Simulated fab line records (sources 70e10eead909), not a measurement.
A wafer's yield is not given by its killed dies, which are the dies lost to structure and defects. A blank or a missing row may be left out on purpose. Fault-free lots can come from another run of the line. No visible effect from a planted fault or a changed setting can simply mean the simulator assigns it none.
Matching of chambers :: flow nandHarc :: NHARC_A_CONTACT_ETCH_88 on rieDiel-03: 4 sister chambers
The step etches the open film in CF4, target depth 39 nm, time 65 s. 27 wafers are shown with their chamber, then 12 later ones without.

== WAFERS, EACH WITH ITS CHAMBER ==
wafer: L077.3
chamber: 2
drypumpMotorCurrentA (A): 5.8
showerheadPlenumPTorr (Torr): 1.78
rfVppV (V): 151.1

wafer: L077.5
chamber: 0
drypumpMotorCurrentA (A): 5.8
showerheadPlenumPTorr (Torr): 1.72
rfVppV (V): 150.4

wafer: L077.6
chamber: 3
drypumpMotorCurrentA (A): 6.5
showerheadPlenumPTorr (Torr): 1.69
rfVppV (V): 151.3

wafer: L080.1
chamber: 0
drypumpMotorCurrentA (A): 5.8
showerheadPlenumPTorr (Torr): 1.72
rfVppV (V): 151.5

wafer: L080.2
chamber: 2
drypumpMotorCurrentA (A): 5.8
showerheadPlenumPTorr (Torr): 1.77
rfVppV (V): 151.9

wafer: L080.3
chamber: 1
drypumpMotorCurrentA (A): 5.4
showerheadPlenumPTorr (Torr): 1.88
rfVppV (V): 152.9

wafer: L085.1
chamber: 2
drypumpMotorCurrentA (A): 5.8
showerheadPlenumPTorr (Torr): 1.77
rfVppV (V): 152.7

wafer: L085.2
chamber: 1
drypumpMotorCurrentA (A): 5.4
showerheadPlenumPTorr (Torr): 1.88
rfVppV (V): 152.5

wafer: L085.3
chamber: 3
drypumpMotorCurrentA (A): 6.5
showerheadPlenumPTorr (Torr): 1.68
rfVppV (V): 150.8

wafer: L088.1
chamber: 0
drypumpMotorCurrentA (A): 5.8
showerheadPlenumPTorr (Torr): 1.72
rfVppV (V): 151.0

wafer: L088.3
chamber: 3
drypumpMotorCurrentA (A): 6.5
showerheadPlenumPTorr (Torr): 1.68
rfVppV (V): 151.6

wafer: L088.5
chamber: 1
drypumpMotorCurrentA (A): 5.4
showerheadPlenumPTorr (Torr): 1.88
rfVppV (V): 153.3

wafer: L090.2
chamber: 0
drypumpMotorCurrentA (A): 5.8
showerheadPlenumPTorr (Torr): 1.72
rfVppV (V): 151.1

wafer: L090.3
chamber: 2
drypumpMotorCurrentA (A): 5.8
showerheadPlenumPTorr (Torr): 1.77
rfVppV (V): 151.2

wafer: L090.6
chamber: 1
drypumpMotorCurrentA (A): 5.4
showerheadPlenumPTorr (Torr): 1.88
rfVppV (V): 154.3

wafer: L089.1
chamber: 1
drypumpMotorCurrentA (A): 5.4
showerheadPlenumPTorr (Torr): 1.88
rfVppV (V): 152.0

wafer: L089.4
chamber: 2
drypumpMotorCurrentA (A): 5.8
showerheadPlenumPTorr (Torr): 1.77
rfVppV (V): 150.5

wafer: L089.5
chamber: 3
drypumpMotorCurrentA (A): 6.5
showerheadPlenumPTorr (Torr): 1.68
rfVppV (V): 149.8

wafer: L094.2
chamber: 3
drypumpMotorCurrentA (A): 6.5
showerheadPlenumPTorr (Torr): 1.68
rfVppV (V): 148.5

wafer: L094.3
chamber: 1
drypumpMotorCurrentA (A): 5.4
showerheadPlenumPTorr (Torr): 1.87
rfVppV (V): 152.3

wafer: L094.5
chamber: 2
drypumpMotorCurrentA (A): 5.8
showerheadPlenumPTorr (Torr): 1.77
rfVppV (V): 152.6

wafer: L091.2
chamber: 1
drypumpMotorCurrentA (A): 5.4
showerheadPlenumPTorr (Torr): 1.87
rfVppV (V): 151.8

wafer: L091.3
chamber: 2
drypumpMotorCurrentA (A): 5.8
showerheadPlenumPTorr (Torr): 1.77
rfVppV (V): 151.3

wafer: L091.5
chamber: 0
drypumpMotorCurrentA (A): 5.8
showerheadPlenumPTorr (Torr): 1.72
rfVppV (V): 151.7

wafer: L092.3
chamber: 1
drypumpMotorCurrentA (A): 5.4
showerheadPlenumPTorr (Torr): 1.87
rfVppV (V): 154.3

wafer: L092.5
chamber: 1
drypumpMotorCurrentA (A): 5.4
showerheadPlenumPTorr (Torr): 1.87
rfVppV (V): 150.9

wafer: L092.6
chamber: 0
drypumpMotorCurrentA (A): 5.9
showerheadPlenumPTorr (Torr): 1.72
rfVppV (V): 149.5

SIGNATURES (averages over the wafers above)
reading: drypumpMotorCurrentA
chamber 0: 5.817
chamber 1: 5.400
chamber 2: 5.800
chamber 3: 6.500
scatter within a chamber: 0.019

reading: showerheadPlenumPTorr
chamber 0: 1.7200
chamber 1: 1.8756
chamber 2: 1.7714
chamber 3: 1.6820
scatter within a chamber: 0.00411

reading: rfVppV
chamber 0: 150.867
chamber 1: 152.700
chamber 2: 151.614
chamber 3: 150.400
scatter within a chamber: 1.02
Rule: a wafer lies at a distance from a chamber equal to the root of the sum of squares, over the readings, of (its reading less the chamber's mean, divided by the reading's scatter). The wafer belongs to the nearest chamber; if the next one is less than 2 further off, it can't be placed. The scatter: the root of (the sum of the squares of (reading less its chamber's mean) over the shown wafers, divided by (wafers less chambers)).

== WAFERS WITH NO CHAMBER GIVEN ==
wafer: L093.2
drypumpMotorCurrentA (A): 5.8
showerheadPlenumPTorr (Torr): 1.77
rfVppV (V): 151.2

wafer: L093.4
drypumpMotorCurrentA (A): 5.9
showerheadPlenumPTorr (Torr): 1.72
rfVppV (V): 151.4

wafer: L093.5
drypumpMotorCurrentA (A): 6.5
showerheadPlenumPTorr (Torr): 1.68
rfVppV (V): 151.1

wafer: L097.1
drypumpMotorCurrentA (A): 5.9
showerheadPlenumPTorr (Torr): 1.72
rfVppV (V): 150.9

wafer: L097.5
drypumpMotorCurrentA (A): 5.3
showerheadPlenumPTorr (Torr): 1.87
rfVppV (V): 151.2

wafer: L097.6
drypumpMotorCurrentA (A): 5.8
showerheadPlenumPTorr (Torr): 1.77
rfVppV (V): 151.8

wafer: L095.1
drypumpMotorCurrentA (A): 5.4
showerheadPlenumPTorr (Torr): 1.87
rfVppV (V): 152.7

wafer: L095.3
drypumpMotorCurrentA (A): 6.5
showerheadPlenumPTorr (Torr): 1.68
rfVppV (V): 147.9

wafer: L095.5
drypumpMotorCurrentA (A): 5.4
showerheadPlenumPTorr (Torr): 1.87
rfVppV (V): 152.8

wafer: L096.3
drypumpMotorCurrentA (A): 6.5
showerheadPlenumPTorr (Torr): 1.68
rfVppV (V): 149.9

wafer: L096.5
drypumpMotorCurrentA (A): 5.4
showerheadPlenumPTorr (Torr): 1.87
rfVppV (V): 152.3

wafer: L096.6
drypumpMotorCurrentA (A): 5.8
showerheadPlenumPTorr (Torr): 1.77
rfVppV (V): 151.9

== EACH ONE'S CHAMBER ==
wafer: L093.2
from the rows above: 2
in truth: 2

wafer: L093.4
from the rows above: 0
in truth: 0

wafer: L093.5
from the rows above: 3
in truth: 3

wafer: L097.1
from the rows above: 0
in truth: 0

wafer: L097.5
from the rows above: 1
in truth: 1

wafer: L097.6
from the rows above: 2
in truth: 2

wafer: L095.1
from the rows above: 1
in truth: 1

wafer: L095.3
from the rows above: 3
in truth: 3

wafer: L095.5
from the rows above: 1
in truth: 1

wafer: L096.3
from the rows above: 3
in truth: 3

wafer: L096.5
from the rows above: 1
in truth: 1

wafer: L096.6
from the rows above: 2
in truth: 2
Placed correctly: 12 of 12. Left unplaced by these rows: 0. Number placed wrongly: 0.
